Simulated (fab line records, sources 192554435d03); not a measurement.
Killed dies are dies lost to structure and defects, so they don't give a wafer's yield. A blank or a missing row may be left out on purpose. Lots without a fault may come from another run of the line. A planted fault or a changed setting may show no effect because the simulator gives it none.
Tool commonality check | flow n5_finfet | 9 lots, 27 wafers sampled

WHY IT WAS OPENED
At N5_SD_ACTIVATION_RS_MEAS_03 the reading RS_SD_N is flagged on 2 of 9 lots. Wafers without a fault read 21.93 ohm/sq, standard deviation 0.26.
Rule: a lot is flagged when every wafer of it that has a number lies more than 4 standard deviations from that mean, or none has a number. The other lots count as sound.

lot  | measured    | on            | RS_SD_N (ohm/sq), wafer by wafer | flag
L559 | day 3 12:11 | film_metro-01 | 22.27 22.30 22.24                |
L564 | day 4 17:18 | film_metro-02 | 21.65 21.78 22.07                |
L568 | day 5 15:07 | film_metro-01 | 23.87 23.69 23.81                | FLAGGED
L569 | day 5 21:16 | film_metro-02 | 21.84 21.61 22.00                |
L570 | day 6 07:38 | film_metro-01 | 23.33 23.34 23.14                | FLAGGED
L573 | day 6 21:26 | film_metro-01 | 21.75 22.03 21.84                |
L580 | day 8 15:05 | film_metro-02 | 21.92 21.98 21.85                |
L581 | day 8 20:40 | film_metro-02 | 22.01 21.63 21.78                |
L582 | day 9 05:19 | film_metro-01 | 21.49 22.11 21.90                |
The numbers of the flagged lots are 23.53 ohm/sq on average: +1.60 ohm/sq against the usual, or +6 standard deviations.

WHICH TOOL RAN EACH LOT
The record holds 2 process steps before the reading, out of a route of 1938 steps. In each cell: the tool, then ch and the chambers that the sampled wafers went through, then the start.
lot  | flag    | N5_SD_EPI_N_EPI_21             | N5_SD_EPI_P_DESCUM_14
L559 |         | epi_rpcvd-03 ch 0, day 3 04:42 | rie_diel-03 ch 1,2, day 3 07:08
L564 |         | epi_rpcvd-04 ch 0, day 4 09:30 | rie_diel-05 ch 0,1,2, day 4 13:09
L568 | FLAGGED | epi_rpcvd-03 ch 0, day 5 08:24 | rie_diel-05 ch 0,2,3, day 5 10:55
L569 |         | epi_rpcvd-02 ch 0, day 5 14:42 | rie_diel-03 ch 0,3, day 5 16:55
L570 | FLAGGED | epi_rpcvd-03 ch 0, day 6 00:41 | rie_diel-04 ch 0,1, day 6 03:26
L573 |         | epi_rpcvd-04 ch 0, day 6 13:58 | rie_diel-04 ch 0,1,2, day 6 17:16
L580 |         | epi_rpcvd-03 ch 0, day 8 08:21 | rie_diel-05 ch 0,2, day 8 10:44
L581 |         | epi_rpcvd-03 ch 0, day 8 13:51 | rie_diel-03 ch 0,1,3, day 8 16:30
L582 |         | epi_rpcvd-03 ch 0, day 8 21:24 | rie_diel-04 ch 1,3, day 9 00:20
What these steps do:
- N5_SD_EPI_N_EPI_21: deposits Si:P, time 690 s.
- N5_SD_EPI_P_DESCUM_14: chemistry O2, time 7.9 s.
- N5_SD_ACTIVATION_RS_MEAS_03: measures by four-point-probe.

FLAGGED OVER TOTAL, TOOL BY TOOL (the gauges that took the reading come last)
step                        | tool          | lots run | flagged | share of the flagged lots | sound lots run after its first flagged lot
N5_SD_EPI_N_EPI_21          | epi_rpcvd-02  | 1        | 0       | none                      | -
N5_SD_EPI_N_EPI_21          | epi_rpcvd-03  | 6        | 2       | all                       | 3 (L580,L581,L582)
N5_SD_EPI_N_EPI_21          | epi_rpcvd-04  | 2        | 0       | none                      | -
N5_SD_EPI_P_DESCUM_14       | rie_diel-03   | 3        | 0       | none                      | -
N5_SD_EPI_P_DESCUM_14       | rie_diel-04   | 3        | 1       | some                      | 2 (L573,L582)
N5_SD_EPI_P_DESCUM_14       | rie_diel-05   | 3        | 1       | some                      | 1 (L580)
N5_SD_ACTIVATION_RS_MEAS_03 | film_metro-01 | 5        | 2       | all                       | 2 (L573,L582)
N5_SD_ACTIVATION_RS_MEAS_03 | film_metro-02 | 4        | 0       | none                      | -

WHAT THE TABLE ALLOWS
2 rows of the table ran every flagged lot: epi_rpcvd-03 at N5_SD_EPI_N_EPI_21, film_metro-01 at N5_SD_ACTIVATION_RS_MEAS_03.
- epi_rpcvd-03 at N5_SD_EPI_N_EPI_21: 2 of its 6 lots flagged. Sound lots ran on it after the first flagged one (L580, L581, L582), which a lasting fault on the whole tool wouldn't allow.
- film_metro-01 at N5_SD_ACTIVATION_RS_MEAS_03: 2 of its 5 lots flagged. Sound lots ran on it after the first flagged one (L573, L582), which a lasting fault on the whole tool wouldn't allow.
No row of the table ran every flagged lot and no sound lot after the first.

WHAT THE SIMULATOR HAD PUT IN
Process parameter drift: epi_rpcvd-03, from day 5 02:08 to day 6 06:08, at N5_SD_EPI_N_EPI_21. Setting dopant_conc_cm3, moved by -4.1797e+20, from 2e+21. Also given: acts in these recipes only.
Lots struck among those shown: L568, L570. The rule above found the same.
